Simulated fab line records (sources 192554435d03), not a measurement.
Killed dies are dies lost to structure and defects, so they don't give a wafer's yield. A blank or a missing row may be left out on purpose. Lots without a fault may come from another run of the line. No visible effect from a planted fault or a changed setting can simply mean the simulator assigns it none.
Chamber matching    flow n5-finfet    N5_PASSIVATION_PECVD_00 on pecvd-03: 3 sister chambers
The step deposits SiO2 from SiH4/N2O, target thk 200 nm, time 11.2 s. 22 wafers are shown with their chamber, then 11 later ones without.

WAFERS, EACH WITH ITS CHAMBER
wafer   chamber  throttle-valve-pct (%)  showerhead-plenum-p-Torr (Torr)  heater-power-w (W)
L075.1  2        50.9                    8.08                             650
L075.4  1        56.8                    8.17                             671
L075.6  2        51.0                    8.14                             657
L076.3  0        53.3                    8.13                             552
L076.5  0        53.1                    8.14                             583
L076.6  1        56.8                    8.17                             837
L078.1  1        56.7                    8.19                             739
L078.3  2        51.0                    8.09                             687
L078.4  0        53.3                    8.15                             569
L082.4  1        56.7                    8.17                             753
L082.5  0        53.1                    8.15                             569
L082.6  2        51.0                    8.12                             652
L081.3  0        53.3                    8.15                             582
L081.5  1        56.8                    8.20                             742
L081.6  2        51.3                    8.12                             669
L085.2  0        53.1                    8.14                             570
L085.3  1        56.9                    8.16                             787
L085.5  2        51.3                    8.09                             589
L084.3  0        53.2                    8.15                             654
L084.4  1        56.6                    8.19                             779
L084.5  2        51.4                    8.11                             701
L087.1  0        52.9                    8.16                             638

SIGNATURES (averages over the wafers above)
reading                   chamber 0  chamber 1  chamber 2  scatter within a chamber
throttle-valve-pct        53.163     56.757     51.129     0.15
showerhead-plenum-p-Torr  8.1463     8.1786     8.1071     0.0156
heater-power-w            589.62     758.29     657.86     41.5
Rule: a wafer lies at a distance from a chamber equal to the root of the sum of squares, over the readings, of (its reading less the chamber's mean, divided by the reading's scatter). If the next closest chamber is less than 2 further off than the closest, the wafer can't be placed; otherwise it belongs to the closest. The scatter: take each reading less its chamber's mean, square it, sum over the shown wafers, divide by the number of wafers less the number of chambers, and take the root.

WAFERS WITH NO CHAMBER GIVEN
wafer   throttle-valve-pct (%)  showerhead-plenum-p-Torr (Torr)  heater-power-w (W)
L087.3  51.5                    8.11                             680
L087.6  51.2                    8.12                             705
L086.1  53.3                    8.13                             592
L086.3  51.4                    8.10                             640
L086.5  51.1                    8.10                             660
L089.4  56.8                    8.19                             865
L089.5  51.4                    8.09                             619
L089.6  53.1                    8.15                             628
L096.1  45.9                    8.16                             872
L096.2  53.3                    8.16                             571
L096.5  53.3                    8.14                             567

EACH ONE'S CHAMBER
wafer    from the rows above   in truth
L087.3   2                     2
L087.6   2                     2
L086.1   0                     0
L086.3   2                     2
L086.5   2                     2
L089.4   1                     1
L089.5   2                     2
L089.6   0                     0
L096.1   2                     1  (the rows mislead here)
L096.2   0                     0
L096.5   0                     0
Correctly placed: 10 of 11. Not placeable from these rows: 0. 1 placed wrongly.
